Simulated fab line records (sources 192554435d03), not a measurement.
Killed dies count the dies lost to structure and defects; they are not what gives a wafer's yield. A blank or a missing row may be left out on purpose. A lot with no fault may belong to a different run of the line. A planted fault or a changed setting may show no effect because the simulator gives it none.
Matching of chambers	flow n5-finfet	N5_BEOL_M3_ETCH_63 on rie-diel-05 has 4 sister chambers
The step etches SiARC in CF4, target depth 15.6 nm, time 26 s. 4 wafers are shown with their chamber, then 9 later ones without.

## WAFERS PAIRED WITH THEIR CHAMBERS
wafer	chamber	throttle-valve-pct (%)
L086.4	3	15.41
L086.6	0	15.95
L087.2	1	15.36
L087.5	2	15.93

## WAFERS MISSING THEIR CHAMBER
wafer	throttle-valve-pct (%)
L088.2	15.37
L088.3	15.42
L088.5	15.36
L092.2	15.43
L092.5	15.38
L092.6	15.95
L093.1	15.43
L093.3	15.95
L093.6	15.97

## EACH ONE'S CHAMBER
wafer	from the rows above	in truth
L088.2	1	1
L088.3	3	3
L088.5	1	1
L092.2	3	3
L092.5	can't be placed: 1 or 3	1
L092.6	can't be placed: 0 or 2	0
L093.1	3	3
L093.3	can't be placed: 0 or 2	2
L093.6	can't be placed: 0 or 2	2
Placed correctly: 5 of 9. Can't be placed from these rows: 4 (the true chamber is among the candidates in 4). Placed wrongly: 0.
How it was worked out, from the rows above alone: a wafer's distance from a chamber is the root of the sum, over the readings, of the square of ((its reading less the chamber's mean) divided by the reading's scatter). The wafer belongs to the nearest chamber; if the next one is less than 2 further off, it can't be placed. The mean given for a chamber averages the wafers shown for that chamber. The scatter: root of mean squared gap, hidden wafer to nearest shown wafer, with one shown wafer a chamber.
